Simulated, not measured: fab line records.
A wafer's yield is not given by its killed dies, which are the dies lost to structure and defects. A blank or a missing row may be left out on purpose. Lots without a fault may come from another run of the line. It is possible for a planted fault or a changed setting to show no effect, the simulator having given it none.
Chamber matching :: flow nand harc :: 3 sister chambers for NHARC_A_BONDPAD_ETCH_34 on rie diel-09
The step etches the open film in N2/H2, target depth 60 nm, overetch 18 nm, time 65.91 s. 16 wafers are shown with their chamber, then 7 later ones without.

WAFERS, EACH WITH ITS CHAMBER
wafer: L668.2
chamber: 2
showerhead plenum p Torr (Torr): 1.91
drypump motor current A (A): 5.2
rf vpp V (V): 427.1

wafer: L668.3
chamber: 0
showerhead plenum p Torr (Torr): 2.03
drypump motor current A (A): 4.9
rf vpp V (V): 430.1

wafer: L668.5
chamber: 1
showerhead plenum p Torr (Torr): 2.08
drypump motor current A (A): 5.9
rf vpp V (V): 430.9

wafer: L671.2
chamber: 0
showerhead plenum p Torr (Torr): 2.03
drypump motor current A (A): 4.9
rf vpp V (V): 430.8

wafer: L671.3
chamber: 2
showerhead plenum p Torr (Torr): 1.90
drypump motor current A (A): 5.2
rf vpp V (V): 426.6

wafer: L671.6
chamber: 1
showerhead plenum p Torr (Torr): 2.08
drypump motor current A (A): 5.9
rf vpp V (V): 431.8

wafer: L673.3
chamber: 1
showerhead plenum p Torr (Torr): 2.08
drypump motor current A (A): 5.9
rf vpp V (V): 431.9

wafer: L673.4
chamber: 2
showerhead plenum p Torr (Torr): 1.90
drypump motor current A (A): 5.3
rf vpp V (V): 427.9

wafer: L673.6
chamber: 2
showerhead plenum p Torr (Torr): 1.90
drypump motor current A (A): 5.2
rf vpp V (V): 426.4

wafer: L672.2
chamber: 0
showerhead plenum p Torr (Torr): 2.03
drypump motor current A (A): 4.8
rf vpp V (V): 429.7

wafer: L672.4
chamber: 2
showerhead plenum p Torr (Torr): 1.90
drypump motor current A (A): 5.3
rf vpp V (V): 427.1

wafer: L672.6
chamber: 2
showerhead plenum p Torr (Torr): 1.90
drypump motor current A (A): 5.2
rf vpp V (V): 426.8

wafer: L681.3
chamber: 0
showerhead plenum p Torr (Torr): 2.03
drypump motor current A (A): 4.8
rf vpp V (V): 430.4

wafer: L681.4
chamber: 2
showerhead plenum p Torr (Torr): 1.90
drypump motor current A (A): 5.2
rf vpp V (V): 427.4

wafer: L681.6
chamber: 0
showerhead plenum p Torr (Torr): 2.03
drypump motor current A (A): 4.8
rf vpp V (V): 431.1

wafer: L683.1
chamber: 2
showerhead plenum p Torr (Torr): 1.90
drypump motor current A (A): 5.2
rf vpp V (V): 425.5

SIGNATURES (averages over the wafers above)
reading: showerhead plenum p Torr
chamber 0: 2.0300
chamber 1: 2.0800
chamber 2: 1.9012
scatter within a chamber: 0.00259

reading: drypump motor current A
chamber 0: 4.840
chamber 1: 5.900
chamber 2: 5.225
scatter within a chamber: 0.0456

reading: rf vpp V
chamber 0: 430.420
chamber 1: 431.533
chamber 2: 426.850
scatter within a chamber: 0.648
Rule: for a wafer and a chamber, the distance is found by dividing, reading by reading, the gap between the wafer's reading and the chamber's mean by the reading's scatter, squaring, summing and taking the root. If the next closest chamber is less than 2 further off than the closest, the wafer can't be placed; otherwise it belongs to the closest. How the scatter is found: for the shown wafers, subtract from each reading the mean of its chamber, square and add these, divide the total by (wafers less chambers), then take the root.

WAFERS WITH NO CHAMBER GIVEN
wafer: L683.2
showerhead plenum p Torr (Torr): 2.08
drypump motor current A (A): 5.9
rf vpp V (V): 429.9

wafer: L683.6
showerhead plenum p Torr (Torr): 1.90
drypump motor current A (A): 5.2
rf vpp V (V): 428.1

wafer: L686.2
showerhead plenum p Torr (Torr): 2.03
drypump motor current A (A): 4.9
rf vpp V (V): 428.9

wafer: L686.3
showerhead plenum p Torr (Torr): 2.08
drypump motor current A (A): 5.9
rf vpp V (V): 432.6

wafer: L686.4
showerhead plenum p Torr (Torr): 1.90
drypump motor current A (A): 5.2
rf vpp V (V): 426.4

wafer: L687.1
showerhead plenum p Torr (Torr): 2.08
drypump motor current A (A): 5.8
rf vpp V (V): 431.1

wafer: L687.5
showerhead plenum p Torr (Torr): 2.03
drypump motor current A (A): 4.9
rf vpp V (V): 429.8

CHAMBER TAKEN BY EACH
wafer: L683.2
from the rows above: 1
in truth: 1

wafer: L683.6
from the rows above: 2
in truth: 2

wafer: L686.2
from the rows above: 0
in truth: 0

wafer: L686.3
from the rows above: 1
in truth: 1

wafer: L686.4
from the rows above: 2
in truth: 2

wafer: L687.1
from the rows above: 1
in truth: 1

wafer: L687.5
from the rows above: 0
in truth: 0
7 of 7 placed correctly. From these rows, 0 cannot be placed. Number placed wrongly: 0.
